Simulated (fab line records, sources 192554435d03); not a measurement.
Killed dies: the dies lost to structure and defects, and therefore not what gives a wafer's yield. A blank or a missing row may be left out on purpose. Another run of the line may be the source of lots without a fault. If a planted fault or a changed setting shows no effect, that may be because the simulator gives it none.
fab line records :: flow n5-finfet
record:
  lots: 7
  wafers: 39
route steps=1938 shown BEOL_M11@1539 BEOL_M12@1656 MIM_BOT@1833
start-h: start of the lot's first displayed wafer, in hours after the record's first day :: wait-h: hours since the lot's step before :: " unchanged from the row above :: L1.1+2: several wafers, shown together as one row :: - no value present, or no start provided :: * or withheld: withheld :: < > ~ a bound
route shown NAME@n: a module of which the file shows steps, and the number in the route of the first :: usual: the fault-free wafers' mean and standard deviation :: same: alike in all rows :: chamber/n: place in a boat :: sites: readings site by site :: _std_site: standard deviation of those values :: _edge_site: inner sites' mean taken away from outer sites' mean :: radius-mm: how far each site lies from the wafer's centre :: mask NAME#n: copy n :: behind: the most recent tool/chamber to have shaped the wafer :: hold: why the lot was held/for how many hours/how that ended :: device: transistor that didn't switch, given as n, p or np :: end of line: the tests these same wafers got at the end of their route :: for a step that has no rows: nothing shown but its recipe :: killed: at the first sort, the dies lost to defects and structure; wafer yield is something else :: map: shows each die of a wafer: x if killed, . if not, _ if none is there
set.NAME: the run value of the setting; set.NAME@STEP: its run value at that earlier step :: model.NAME: the simulator's own value behind a step, which no gauge read
lots where settings were altered on purpose, with a table for each step and a row for each wafer
== steps ==
step: N5_BEOL_M11_PECVD_70
recipe:
  material: SiO2
  target-thk-a: 200
  temp-c: 400
  precursor: TEOS/O2
  pressure-torr: 5.5
  rf-w: 450
  teos-flow-sccm: 53.8
  gas: O2
  flow-sccm: 3000
  time-s: 22.7
lot.wafer: L081.1
tool: pecvd-03
chamber: 1
start-h: 268.18
wait-h: 0.0
set.time-s: 22.7
model.SiO2_of_BEOL_M11_PECVD_70.thk-nm: 19.8

lot.wafer: L081.2+4+5
tool: pecvd-03
chamber: 2,1,0
start-h: 268.18
wait-h: 0.0
set.time-s: 22.7
model.SiO2_of_BEOL_M11_PECVD_70.thk-nm: 20.2

lot.wafer: L081.3
tool: pecvd-03
chamber: 0
start-h: 268.18
wait-h: 0.0
set.time-s: 22.7
model.SiO2_of_BEOL_M11_PECVD_70.thk-nm: 19.6

lot.wafer: L081.6
tool: pecvd-03
chamber: 1
start-h: 268.18
wait-h: 0.0
set.time-s: 22.7
model.SiO2_of_BEOL_M11_PECVD_70.thk-nm: 20

lot.wafer: L085.1
tool: pecvd-02
chamber: 0
start-h: 295.05
wait-h: 0.0
set.time-s: 22.7
model.SiO2_of_BEOL_M11_PECVD_70.thk-nm: 19.8

lot.wafer: L085.2
tool: pecvd-02
chamber: 2
start-h: 295.05
wait-h: 0.0
set.time-s: 22.7
model.SiO2_of_BEOL_M11_PECVD_70.thk-nm: 19.6

lot.wafer: L085.4
tool: pecvd-02
chamber: 1
start-h: 295.05
wait-h: 0.0
set.time-s: 22.7
model.SiO2_of_BEOL_M11_PECVD_70.thk-nm: 20.2

lot.wafer: L089.1
tool: pecvd-02
chamber: 2
start-h: 317.55
wait-h: 0.0
set.time-s: 22.7
model.SiO2_of_BEOL_M11_PECVD_70.thk-nm: 19.4

lot.wafer: L089.2+3
tool: pecvd-02
chamber: 1,0
start-h: 317.55
wait-h: 0.0
set.time-s: 34.81
model.SiO2_of_BEOL_M11_PECVD_70.thk-nm: 29.6

lot.wafer: L089.4+6
tool: pecvd-02
chamber: 0,2
start-h: 317.55
wait-h: 0.0
set.time-s: 22.7
model.SiO2_of_BEOL_M11_PECVD_70.thk-nm: 19.6

lot.wafer: L089.5
tool: pecvd-02
chamber: 1
start-h: 317.55
wait-h: 0.0
set.time-s: 34.81
model.SiO2_of_BEOL_M11_PECVD_70.thk-nm: 30

lot.wafer: L090.1
tool: pecvd-03
chamber: 0
start-h: 318.00
wait-h: 0.0
set.time-s: 13.67
model.SiO2_of_BEOL_M11_PECVD_70.thk-nm: 12.2

lot.wafer: L090.2
tool: pecvd-03
chamber: 1
start-h: 318.00
wait-h: 0.0
set.time-s: 13.67
model.SiO2_of_BEOL_M11_PECVD_70.thk-nm: 12

lot.wafer: L090.3
tool: pecvd-03
chamber: 2
start-h: 318.00
wait-h: 0.0
set.time-s: 22.7
model.SiO2_of_BEOL_M11_PECVD_70.thk-nm: 19.8

lot.wafer: L090.4
tool: pecvd-03
chamber: 2
start-h: 318.00
wait-h: 0.0
set.time-s: 22.7
model.SiO2_of_BEOL_M11_PECVD_70.thk-nm: 20

lot.wafer: L090.5
tool: pecvd-03
chamber: 1
start-h: 318.00
wait-h: 0.0
set.time-s: 22.7
model.SiO2_of_BEOL_M11_PECVD_70.thk-nm: 20.2

lot.wafer: L090.6
tool: pecvd-03
chamber: 0
start-h: 318.00
wait-h: 0.0
set.time-s: 13.67
model.SiO2_of_BEOL_M11_PECVD_70.thk-nm: 12.4

lot.wafer: L091.1+3
tool: pecvd-02
chamber: 0,2
start-h: 337.56
wait-h: 0.0
set.time-s: 13.05
model.SiO2_of_BEOL_M11_PECVD_70.thk-nm: 11.4

lot.wafer: L091.2
tool: pecvd-02
chamber: 1
start-h: 337.56
wait-h: 0.0
set.time-s: 22.7
model.SiO2_of_BEOL_M11_PECVD_70.thk-nm: 19.8

lot.wafer: L091.4
tool: pecvd-02
chamber: 2
start-h: 337.56
wait-h: 0.0
set.time-s: 13.05
model.SiO2_of_BEOL_M11_PECVD_70.thk-nm: 11.6

lot.wafer: L091.5
tool: pecvd-02
chamber: 0
start-h: 337.56
wait-h: 0.0
set.time-s: 22.7
model.SiO2_of_BEOL_M11_PECVD_70.thk-nm: 20

lot.wafer: L091.6
tool: pecvd-02
chamber: 1
start-h: 337.56
wait-h: 0.0
set.time-s: 22.7
model.SiO2_of_BEOL_M11_PECVD_70.thk-nm: 20.4

lot.wafer: L095.1
tool: pecvd-04
chamber: 2
start-h: 350.78
wait-h: 0.0
set.time-s: 22.7
model.SiO2_of_BEOL_M11_PECVD_70.thk-nm: 19.8

lot.wafer: L095.2
tool: pecvd-04
chamber: 0
start-h: 350.78
wait-h: 0.0
set.time-s: 22.7
model.SiO2_of_BEOL_M11_PECVD_70.thk-nm: 20

lot.wafer: L095.3+6
tool: pecvd-04
chamber: 2,0
start-h: 350.78
wait-h: 0.0
set.time-s: 35.29
model.SiO2_of_BEOL_M11_PECVD_70.thk-nm: 31.4

lot.wafer: L095.4
tool: pecvd-04
chamber: 0
start-h: 350.78
wait-h: 0.0
set.time-s: 35.29
model.SiO2_of_BEOL_M11_PECVD_70.thk-nm: 31.6

lot.wafer: L095.5
tool: pecvd-04
chamber: 2
start-h: 350.78
wait-h: 0.0
set.time-s: 22.7
model.SiO2_of_BEOL_M11_PECVD_70.thk-nm: 20.4

lot.wafer: L096.1+3
tool: pecvd-03
chamber: 0,2
start-h: 359.56
wait-h: 0.0
set.time-s: 29.63
model.SiO2_of_BEOL_M11_PECVD_70.thk-nm: 25.6

lot.wafer: L096.2
tool: pecvd-03
chamber: 1
start-h: 359.56
wait-h: 0.0
set.time-s: 22.7
model.SiO2_of_BEOL_M11_PECVD_70.thk-nm: 20

lot.wafer: L096.4
tool: pecvd-03
chamber: 0
start-h: 359.56
wait-h: 0.0
set.time-s: 22.7
model.SiO2_of_BEOL_M11_PECVD_70.thk-nm: 20.2

lot.wafer: L096.5
tool: pecvd-03
chamber: 2
start-h: 359.56
wait-h: 0.0
set.time-s: 29.63
model.SiO2_of_BEOL_M11_PECVD_70.thk-nm: 26.2

lot.wafer: L096.6
tool: pecvd-03
chamber: 1
start-h: 359.56
wait-h: 0.0
set.time-s: 22.7
model.SiO2_of_BEOL_M11_PECVD_70.thk-nm: 20.4
step: N5_BEOL_M11_HM_DEP_02
recipe:
  material: TiN
  target-thk-a: 200
  temp-c: 25
  chamber-pressure-pa: 0.49996
step: N5_BEOL_M11_COAT_59
recipe:
  resist: SOC
  temp-c: 250
  time-s: 60
  spin-rpm: 1500
  resist-thk-nm: 100
step: N5_BEOL_M11_ECD_50
recipe:
  material: Cu
  target-thk-a: 3180
step: N5_BEOL_M11_ANNEAL_51
recipe:
  temp-c: 225
  time-s: 90
  ambient: N2
step: N5_BEOL_M11_CMP_52
recipe:
  stop-on: SiCOH_lowk
  t-overpolish-s: 7
  down-force-psi: 1
  platen-rpm: 50
  clearing-platen-down-force-psi: 1.5
  clearing-platen-rpm: 50
  post-cmp-clean: cu-alkaline
  target-thk-nm: 140
  clearing-platen-pad-velocity-m-s: 0.99484
  pad-velocity-m-s: 0.99484
usual:
  barrier-field-endpoint-s: 28.5/0.76
lot.wafer: L081.4
tool: cmp-01
chamber: 1
start-h: 275.02
wait-h: 0.1
set.time-s@BEOL_M11_PECVD_70: 22.7
barrier-field-endpoint-s: 29.9

lot.wafer: L081.3
tool: cmp-01
chamber: 2
start-h: 275.02
wait-h: 0.1
set.time-s@BEOL_M11_PECVD_70: 22.7
barrier-field-endpoint-s: 29.8

lot.wafer: L081.2
tool: cmp-01
chamber: 3
start-h: 275.02
wait-h: 0.1
set.time-s@BEOL_M11_PECVD_70: 22.7
barrier-field-endpoint-s: 29.1

lot.wafer: L081.1
tool: cmp-01
chamber: 0
start-h: 275.02
wait-h: 0.1
set.time-s@BEOL_M11_PECVD_70: 22.7
barrier-field-endpoint-s: 28.9

lot.wafer: L081.5
tool: cmp-01
chamber: 1
start-h: 275.02
wait-h: 0.1
set.time-s@BEOL_M11_PECVD_70: 22.7
barrier-field-endpoint-s: 30.4

lot.wafer: L081.6
tool: cmp-01
chamber: 2
start-h: 275.02
wait-h: 0.1
set.time-s@BEOL_M11_PECVD_70: 22.7
barrier-field-endpoint-s: 29.7

lot.wafer: L085.4
tool: cmp-03
chamber: 0
start-h: 302.10
wait-h: 0.4
set.time-s@BEOL_M11_PECVD_70: 22.7
barrier-field-endpoint-s: 28.6

lot.wafer: L085.2
tool: cmp-03
chamber: 2
start-h: 302.10
wait-h: 0.4
set.time-s@BEOL_M11_PECVD_70: 22.7
barrier-field-endpoint-s: 27.7

lot.wafer: L085.1
tool: cmp-03
chamber: 3
start-h: 302.10
wait-h: 0.4
set.time-s@BEOL_M11_PECVD_70: 22.7
barrier-field-endpoint-s: 29.2

lot.wafer: L089.3
tool: cmp-04
chamber: 3
start-h: 322.96
wait-h: 0.2
set.time-s@BEOL_M11_PECVD_70: 34.81
barrier-field-endpoint-s: 38.4

lot.wafer: L089.2
tool: cmp-04
chamber: 0
start-h: 322.96
wait-h: 0.2
set.time-s@BEOL_M11_PECVD_70: 34.81
barrier-field-endpoint-s: 39.3

lot.wafer: L089.4
tool: cmp-04
chamber: 1
start-h: 322.96
wait-h: 0.2
set.time-s@BEOL_M11_PECVD_70: 22.7
barrier-field-endpoint-s: 27.1

lot.wafer: L089.1
tool: cmp-04
chamber: 2
start-h: 322.96
wait-h: 0.2
set.time-s@BEOL_M11_PECVD_70: 22.7
barrier-field-endpoint-s: 27.7

lot.wafer: L089.6
tool: cmp-04
chamber: 3
start-h: 322.96
wait-h: 0.2
set.time-s@BEOL_M11_PECVD_70: 22.7
barrier-field-endpoint-s: 27.4

lot.wafer: L089.5
tool: cmp-04
chamber: 0
start-h: 322.96
wait-h: 0.2
set.time-s@BEOL_M11_PECVD_70: 34.81
barrier-field-endpoint-s: 39.7

lot.wafer: L090.2
tool: cmp-03
chamber: 1
start-h: 323.26
wait-h: 0.2
set.time-s@BEOL_M11_PECVD_70: 13.67
barrier-field-endpoint-s: 19.2

lot.wafer: L090.3
tool: cmp-03
chamber: 2
start-h: 323.26
wait-h: 0.2
set.time-s@BEOL_M11_PECVD_70: 22.7
barrier-field-endpoint-s: 28.1

lot.wafer: L090.4
tool: cmp-03
chamber: 3
start-h: 323.26
wait-h: 0.2
set.time-s@BEOL_M11_PECVD_70: 22.7
barrier-field-endpoint-s: 29.9

lot.wafer: L090.1
tool: cmp-03
chamber: 0
start-h: 323.26
wait-h: 0.2
set.time-s@BEOL_M11_PECVD_70: 13.67
barrier-field-endpoint-s: 19.7

lot.wafer: L090.5
tool: cmp-03
chamber: 1
start-h: 323.26
wait-h: 0.2
set.time-s@BEOL_M11_PECVD_70: 22.7
barrier-field-endpoint-s: 28.1

lot.wafer: L090.6
tool: cmp-03
chamber: 2
start-h: 323.26
wait-h: 0.2
set.time-s@BEOL_M11_PECVD_70: 13.67
barrier-field-endpoint-s: 19.9

lot.wafer: L091.3
tool: cmp-04
chamber: 0
start-h: 343.64
wait-h: 0.2
set.time-s@BEOL_M11_PECVD_70: 13.05
barrier-field-endpoint-s: 18.2

lot.wafer: L091.1
tool: cmp-04
chamber: 1
start-h: 343.64
wait-h: 0.2
set.time-s@BEOL_M11_PECVD_70: 13.05
barrier-field-endpoint-s: 17.6

lot.wafer: L091.2
tool: cmp-04
chamber: 2
start-h: 343.64
wait-h: 0.2
set.time-s@BEOL_M11_PECVD_70: 22.7
barrier-field-endpoint-s: 27.6

lot.wafer: L091.4
tool: cmp-04
chamber: 3
start-h: 343.64
wait-h: 0.2
set.time-s@BEOL_M11_PECVD_70: 13.05
barrier-field-endpoint-s: 17.8

lot.wafer: L091.5
tool: cmp-04
chamber: 0
start-h: 343.64
wait-h: 0.2
set.time-s@BEOL_M11_PECVD_70: 22.7
barrier-field-endpoint-s: 27.7

lot.wafer: L091.6
tool: cmp-04
chamber: 1
start-h: 343.64
wait-h: 0.2
set.time-s@BEOL_M11_PECVD_70: 22.7
barrier-field-endpoint-s: 27.7

lot.wafer: L095.4
tool: cmp-04
chamber: 2
start-h: 358.68
wait-h: 0.1
set.time-s@BEOL_M11_PECVD_70: 35.29
barrier-field-endpoint-s: 42.7

lot.wafer: L095.1
tool: cmp-04
chamber: 3
start-h: 358.68
wait-h: 0.1
set.time-s@BEOL_M11_PECVD_70: 22.7
barrier-field-endpoint-s: 27.9

lot.wafer: L095.2
tool: cmp-04
chamber: 0
start-h: 358.68
wait-h: 0.1
set.time-s@BEOL_M11_PECVD_70: 22.7
barrier-field-endpoint-s: 27.9

lot.wafer: L095.3
tool: cmp-04
chamber: 1
start-h: 358.68
wait-h: 0.1
set.time-s@BEOL_M11_PECVD_70: 35.29
barrier-field-endpoint-s: 41.9

lot.wafer: L095.6
tool: cmp-04
chamber: 2
start-h: 358.68
wait-h: 0.1
set.time-s@BEOL_M11_PECVD_70: 35.29
barrier-field-endpoint-s: 41.7

lot.wafer: L095.5
tool: cmp-04
chamber: 3
start-h: 358.68
wait-h: 0.1
set.time-s@BEOL_M11_PECVD_70: 22.7
barrier-field-endpoint-s: 29.2

lot.wafer: L096.4
tool: cmp-03
chamber: 0
start-h: 368.11
wait-h: 0.1
set.time-s@BEOL_M11_PECVD_70: 22.7
barrier-field-endpoint-s: 28.4

lot.wafer: L096.2
tool: cmp-03
chamber: 1
start-h: 368.11
wait-h: 0.1
set.time-s@BEOL_M11_PECVD_70: 22.7
barrier-field-endpoint-s: 28.0

lot.wafer: L096.1
tool: cmp-03
chamber: 2
start-h: 368.11
wait-h: 0.1
set.time-s@BEOL_M11_PECVD_70: 29.63
barrier-field-endpoint-s: 34.7

lot.wafer: L096.3
tool: cmp-03
chamber: 3
start-h: 368.11
wait-h: 0.1
set.time-s@BEOL_M11_PECVD_70: 29.63
barrier-field-endpoint-s: 37.1

lot.wafer: L096.5
tool: cmp-03
chamber: 0
start-h: 368.11
wait-h: 0.1
set.time-s@BEOL_M11_PECVD_70: 29.63
barrier-field-endpoint-s: 35.7

lot.wafer: L096.6
tool: cmp-03
chamber: 1
start-h: 368.11
wait-h: 0.1
set.time-s@BEOL_M11_PECVD_70: 22.7
barrier-field-endpoint-s: 28.5
step: N5_BEOL_M12_DEP_53
recipe:
  material: SiCN
  target-thk-a: 300
  temp-c: withheld
  precursor: 3MS/NH3
  pressure-torr: 3
  rf-w: 675
  time-s: 10.5
lot.wafer: L081.1
tool: pecvd-03
chamber: 0
start-h: 280.72
wait-h: 0.0
set.target-thk-a: 477.3
model.SiCN_of_BEOL_M12_DEP_53.thk-nm: 46.8

lot.wafer: L081.2
tool: pecvd-03
chamber: 1
start-h: 280.72
wait-h: 0.0
set.target-thk-a: 300
model.SiCN_of_BEOL_M12_DEP_53.thk-nm: 30

lot.wafer: L081.3
tool: pecvd-03
chamber: 2
start-h: 280.72
wait-h: 0.0
set.target-thk-a: 300
model.SiCN_of_BEOL_M12_DEP_53.thk-nm: 29.8

lot.wafer: L081.4
tool: pecvd-03
chamber: 0
start-h: 280.72
wait-h: 0.0
set.target-thk-a: 477.3
model.SiCN_of_BEOL_M12_DEP_53.thk-nm: 48.4

lot.wafer: L081.5
tool: pecvd-03
chamber: 1
start-h: 280.72
wait-h: 0.0
set.target-thk-a: 300
model.SiCN_of_BEOL_M12_DEP_53.thk-nm: 30.4

lot.wafer: L081.6
tool: pecvd-03
chamber: 2
start-h: 280.72
wait-h: 0.0
set.target-thk-a: 477.3
model.SiCN_of_BEOL_M12_DEP_53.thk-nm: 48

lot.wafer: L085.1
tool: pecvd-03
chamber: 0
start-h: 310.15
wait-h: 0.0
set.target-thk-a: 300
model.SiCN_of_BEOL_M12_DEP_53.thk-nm: 29

lot.wafer: L085.2
tool: pecvd-03
chamber: 2
start-h: 310.15
wait-h: 0.0
set.target-thk-a: 300
model.SiCN_of_BEOL_M12_DEP_53.thk-nm: 29.8

lot.wafer: L085.4
tool: pecvd-03
chamber: 2
start-h: 310.15
wait-h: 0.0
set.target-thk-a: 300
model.SiCN_of_BEOL_M12_DEP_53.thk-nm: 29.6

lot.wafer: L089.1
tool: pecvd-04
chamber: 0
start-h: 330.80
wait-h: 0.0
set.target-thk-a: 438.8
model.SiCN_of_BEOL_M12_DEP_53.thk-nm: 43

lot.wafer: L089.2
tool: pecvd-04
chamber: 2
start-h: 330.80
wait-h: 0.0
set.target-thk-a: 438.8
model.SiCN_of_BEOL_M12_DEP_53.thk-nm: 43.8

lot.wafer: L089.3
tool: pecvd-04
chamber: 1
start-h: 330.80
wait-h: 0.0
set.target-thk-a: 300
model.SiCN_of_BEOL_M12_DEP_53.thk-nm: 30

lot.wafer: L089.4
tool: pecvd-04
chamber: 1
start-h: 330.80
wait-h: 0.0
set.target-thk-a: 300
model.SiCN_of_BEOL_M12_DEP_53.thk-nm: 30.2

lot.wafer: L089.5
tool: pecvd-04
chamber: 0
start-h: 330.80
wait-h: 0.0
set.target-thk-a: 438.8
model.SiCN_of_BEOL_M12_DEP_53.thk-nm: 44

lot.wafer: L089.6
tool: pecvd-04
chamber: 2
start-h: 330.80
wait-h: 0.0
set.target-thk-a: 300
model.SiCN_of_BEOL_M12_DEP_53.thk-nm: 30.4

lot.wafer: L090.1
tool: pecvd-04
chamber: 2
start-h: 332.10
wait-h: 0.0
set.target-thk-a: 300
model.SiCN_of_BEOL_M12_DEP_53.thk-nm: 30.2

lot.wafer: L090.2
tool: pecvd-04
chamber: 1
start-h: 332.10
wait-h: 0.0
set.target-thk-a: 300
model.SiCN_of_BEOL_M12_DEP_53.thk-nm: 29.4

lot.wafer: L090.3
tool: pecvd-04
chamber: 0
start-h: 332.10
wait-h: 0.0
set.target-thk-a: 300
model.SiCN_of_BEOL_M12_DEP_53.thk-nm: 29.6

lot.wafer: L090.4
tool: pecvd-04
chamber: 0
start-h: 332.10
wait-h: 0.0
set.target-thk-a: 361.6
model.SiCN_of_BEOL_M12_DEP_53.thk-nm: 35.6

lot.wafer: L090.5
tool: pecvd-04
chamber: 1
start-h: 332.10
wait-h: 0.0
set.target-thk-a: 361.6
model.SiCN_of_BEOL_M12_DEP_53.thk-nm: 36.6

lot.wafer: L090.6
tool: pecvd-04
chamber: 2
start-h: 332.10
wait-h: 0.0
set.target-thk-a: 361.6
model.SiCN_of_BEOL_M12_DEP_53.thk-nm: 36.4

lot.wafer: L091.1
tool: pecvd-03
chamber: 2
start-h: 347.87
wait-h: 0.0
set.target-thk-a: 406.7
model.SiCN_of_BEOL_M12_DEP_53.thk-nm: 40.6

lot.wafer: L091.2
tool: pecvd-03
chamber: 0
start-h: 347.87
wait-h: 0.0
set.target-thk-a: 300
model.SiCN_of_BEOL_M12_DEP_53.thk-nm: 30

lot.wafer: L091.3
tool: pecvd-03
chamber: 1
start-h: 347.87
wait-h: 0.0
set.target-thk-a: 406.7
model.SiCN_of_BEOL_M12_DEP_53.thk-nm: 40.4

lot.wafer: L091.4
tool: pecvd-03
chamber: 1
start-h: 347.87
wait-h: 0.0
set.target-thk-a: 300
model.SiCN_of_BEOL_M12_DEP_53.thk-nm: 30.6

lot.wafer: L091.5
tool: pecvd-03
chamber: 0
start-h: 347.87
wait-h: 0.0
set.target-thk-a: 406.7
model.SiCN_of_BEOL_M12_DEP_53.thk-nm: 40.8

lot.wafer: L091.6
tool: pecvd-03
chamber: 2
start-h: 347.87
wait-h: 0.0
set.target-thk-a: 300
model.SiCN_of_BEOL_M12_DEP_53.thk-nm: 30.2

lot.wafer: L095.1+6
tool: pecvd-04
chamber: 2,0
start-h: 363.46
wait-h: 0.0
set.target-thk-a: 411.3
model.SiCN_of_BEOL_M12_DEP_53.thk-nm: 41.2

lot.wafer: L095.2
tool: pecvd-04
chamber: 0
start-h: 363.46
wait-h: 0.0
set.target-thk-a: 300
model.SiCN_of_BEOL_M12_DEP_53.thk-nm: 29.8

lot.wafer: L095.3
tool: pecvd-04
chamber: 2
start-h: 363.46
wait-h: 0.0
set.target-thk-a: 300
model.SiCN_of_BEOL_M12_DEP_53.thk-nm: 30.8

lot.wafer: L095.4
tool: pecvd-04
chamber: 0
start-h: 363.46
wait-h: 0.0
set.target-thk-a: 411.3
model.SiCN_of_BEOL_M12_DEP_53.thk-nm: 41

lot.wafer: L095.5
tool: pecvd-04
chamber: 2
start-h: 363.46
wait-h: 0.0
set.target-thk-a: 300
model.SiCN_of_BEOL_M12_DEP_53.thk-nm: 30.6

lot.wafer: L096.1
tool: pecvd-04
chamber: 0
start-h: 376.86
wait-h: 0.0
set.target-thk-a: 300
model.SiCN_of_BEOL_M12_DEP_53.thk-nm: 28.8

lot.wafer: L096.2+3
tool: pecvd-04
chamber: 1,0
start-h: 376.86
wait-h: 0.0
set.target-thk-a: 300
model.SiCN_of_BEOL_M12_DEP_53.thk-nm: 29.6

lot.wafer: L096.4
tool: pecvd-04
chamber: 1
start-h: 376.86
wait-h: 0.0
set.target-thk-a: 300
model.SiCN_of_BEOL_M12_DEP_53.thk-nm: 30.4

lot.wafer: L096.5
tool: pecvd-04
chamber: 0
start-h: 376.86
wait-h: 0.0
set.target-thk-a: 300
model.SiCN_of_BEOL_M12_DEP_53.thk-nm: 29.4

lot.wafer: L096.6
tool: pecvd-04
chamber: 1
start-h: 376.86
wait-h: 0.0
set.target-thk-a: 300
model.SiCN_of_BEOL_M12_DEP_53.thk-nm: 30.2
step: N5_MIM_BOT_SPUTTER_00
recipe:
  material: TiN
  target-thk-a: 350
  temp-c: 200
  power-w: 3000
  chamber-pressure-pa: 0.49996
  gas: Ar
  reactive-partial-pa: 0.37997
  time-s: 89.7
lot.wafer: L081.1+5
tool: pvd-sputter-03
chamber: -
start-h: 305.06
wait-h: 0.0
set.time-s: 89.7
model.TiN_of_MIM_BOT_SPUTTER_00.thk-nm: 34.8

lot.wafer: L081.2
tool: pvd-sputter-03
chamber: -
start-h: 305.06
wait-h: 0.0
set.time-s: 89.7
model.TiN_of_MIM_BOT_SPUTTER_00.thk-nm: 35

lot.wafer: L081.3+4
tool: pvd-sputter-03
chamber: -
start-h: 305.06
wait-h: 0.0
set.time-s: 140.5
model.TiN_of_MIM_BOT_SPUTTER_00.thk-nm: 55

lot.wafer: L081.6
tool: pvd-sputter-03
chamber: -
start-h: 305.06
wait-h: 0.0
set.time-s: 140.5
model.TiN_of_MIM_BOT_SPUTTER_00.thk-nm: 54.6

lot.wafer: L085.1
tool: pvd-sputter-02
chamber: -
start-h: 329.01
wait-h: 0.0
set.time-s: 89.7
model.TiN_of_MIM_BOT_SPUTTER_00.thk-nm: 34.8

lot.wafer: L085.2+4
tool: pvd-sputter-02
chamber: -
start-h: 329.01
wait-h: 0.0
set.time-s: 89.7
model.TiN_of_MIM_BOT_SPUTTER_00.thk-nm: 35.2

lot.wafer: L089.1
tool: pvd-sputter-01
chamber: -
start-h: 351.64
wait-h: 0.0
set.time-s: 89.7
model.TiN_of_MIM_BOT_SPUTTER_00.thk-nm: 35.6

lot.wafer: L089.2
tool: pvd-sputter-01
chamber: -
start-h: 351.64
wait-h: 0.0
set.time-s: 89.7
model.TiN_of_MIM_BOT_SPUTTER_00.thk-nm: 35.2

lot.wafer: L089.3
tool: pvd-sputter-01
chamber: -
start-h: 351.64
wait-h: 0.0
set.time-s: 138.3
model.TiN_of_MIM_BOT_SPUTTER_00.thk-nm: 54.8

lot.wafer: L089.4
tool: pvd-sputter-01
chamber: -
start-h: 351.64
wait-h: 0.0
set.time-s: 89.7
model.TiN_of_MIM_BOT_SPUTTER_00.thk-nm: 35.8

lot.wafer: L089.5+6
tool: pvd-sputter-01
chamber: -
start-h: 351.64
wait-h: 0.0
set.time-s: 138.3
model.TiN_of_MIM_BOT_SPUTTER_00.thk-nm: 54.2

lot.wafer: L090.1
tool: pvd-sputter-02
chamber: -
start-h: 356.03
wait-h: 0.0
set.time-s: 89.7
model.TiN_of_MIM_BOT_SPUTTER_00.thk-nm: 34.4

lot.wafer: L090.2+5
tool: pvd-sputter-02
chamber: -
start-h: 356.03
wait-h: 0.0
set.time-s: 114
model.TiN_of_MIM_BOT_SPUTTER_00.thk-nm: 44.2

lot.wafer: L090.3
tool: pvd-sputter-02
chamber: -
start-h: 356.03
wait-h: 0.0
set.time-s: 114
model.TiN_of_MIM_BOT_SPUTTER_00.thk-nm: 43.8

lot.wafer: L090.4+6
tool: pvd-sputter-02
chamber: -
start-h: 356.03
wait-h: 0.0
set.time-s: 89.7
model.TiN_of_MIM_BOT_SPUTTER_00.thk-nm: 34.6

lot.wafer: L091.1+2
tool: pvd-sputter-02
chamber: -
start-h: 365.53
wait-h: 0.0
set.time-s: 89.7
model.TiN_of_MIM_BOT_SPUTTER_00.thk-nm: 34.4

lot.wafer: L091.3
tool: pvd-sputter-02
chamber: -
start-h: 365.53
wait-h: 0.0
set.time-s: 111.2
model.TiN_of_MIM_BOT_SPUTTER_00.thk-nm: 43.4

lot.wafer: L091.4
tool: pvd-sputter-02
chamber: -
start-h: 365.53
wait-h: 0.0
set.time-s: 111.2
model.TiN_of_MIM_BOT_SPUTTER_00.thk-nm: 43

lot.wafer: L091.5
tool: pvd-sputter-02
chamber: -
start-h: 365.53
wait-h: 0.0
set.time-s: 111.2
model.TiN_of_MIM_BOT_SPUTTER_00.thk-nm: 42.6

lot.wafer: L091.6
tool: pvd-sputter-02
chamber: -
start-h: 365.53
wait-h: 0.0
set.time-s: 89.7
model.TiN_of_MIM_BOT_SPUTTER_00.thk-nm: 34.8

lot.wafer: L095.1
tool: pvd-sputter-03
chamber: -
start-h: 384.51
wait-h: 0.0
set.time-s: 120.1
model.TiN_of_MIM_BOT_SPUTTER_00.thk-nm: 47

lot.wafer: L095.2
tool: pvd-sputter-03
chamber: -
start-h: 384.51
wait-h: 0.0
set.time-s: 89.7
model.TiN_of_MIM_BOT_SPUTTER_00.thk-nm: 34.8

lot.wafer: L095.3
tool: pvd-sputter-03
chamber: -
start-h: 384.51
wait-h: 0.0
set.time-s: 120.1
model.TiN_of_MIM_BOT_SPUTTER_00.thk-nm: 47.2

lot.wafer: L095.4
tool: pvd-sputter-03
chamber: -
start-h: 384.51
wait-h: 0.0
set.time-s: 89.7
model.TiN_of_MIM_BOT_SPUTTER_00.thk-nm: 34.6

lot.wafer: L095.5
tool: pvd-sputter-03
chamber: -
start-h: 384.51
wait-h: 0.0
set.time-s: 120.1
model.TiN_of_MIM_BOT_SPUTTER_00.thk-nm: 46.4

lot.wafer: L095.6
tool: pvd-sputter-03
chamber: -
start-h: 384.51
wait-h: 0.0
set.time-s: 89.7
model.TiN_of_MIM_BOT_SPUTTER_00.thk-nm: 35

lot.wafer: L096.1
tool: pvd-sputter-02
chamber: -
start-h: 397.26
wait-h: 0.0
set.time-s: 89.7
model.TiN_of_MIM_BOT_SPUTTER_00.thk-nm: 35.2

lot.wafer: L096.2+6
tool: pvd-sputter-02
chamber: -
start-h: 397.26
wait-h: 0.0
set.time-s: 89.7
model.TiN_of_MIM_BOT_SPUTTER_00.thk-nm: 35

lot.wafer: L096.3+5
tool: pvd-sputter-02
chamber: -
start-h: 397.26
wait-h: 0.0
set.time-s: 70.65
model.TiN_of_MIM_BOT_SPUTTER_00.thk-nm: 27.4

lot.wafer: L096.4
tool: pvd-sputter-02
chamber: -
start-h: 397.26
wait-h: 0.0
set.time-s: 70.65
model.TiN_of_MIM_BOT_SPUTTER_00.thk-nm: 27.6
== key ==
split:
  step: N5_BEOL_M11_PECVD_70
  setting: time-s
  stated: 22.7
  by: wafer
response:
  step: N5_BEOL_M11_PECVD_70
  reading: model.SiO2_of_BEOL_M11_PECVD_70.thk-nm
  change: +0.198
  per: 1%
  r: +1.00
response:
  step: N5_BEOL_M11_CMP_52
  reading: barrier-field-endpoint-s
  change: +0.234
  per: 1%
  r: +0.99
split:
  step: N5_BEOL_M12_DEP_53
  setting: target-thk-a
  stated: 300
  by: wafer
response:
  step: N5_BEOL_M12_DEP_53
  reading: model.SiCN_of_BEOL_M12_DEP_53.thk-nm
  change: +0.295
  per: 1%
  r: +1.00
split:
  step: N5_MIM_BOT_SPUTTER_00
  setting: time-s
  stated: 89.7
  by: wafer
response:
  step: N5_MIM_BOT_SPUTTER_00
  reading: model.TiN_of_MIM_BOT_SPUTTER_00.thk-nm
  change: +0.352
  per: 1%
  r: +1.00
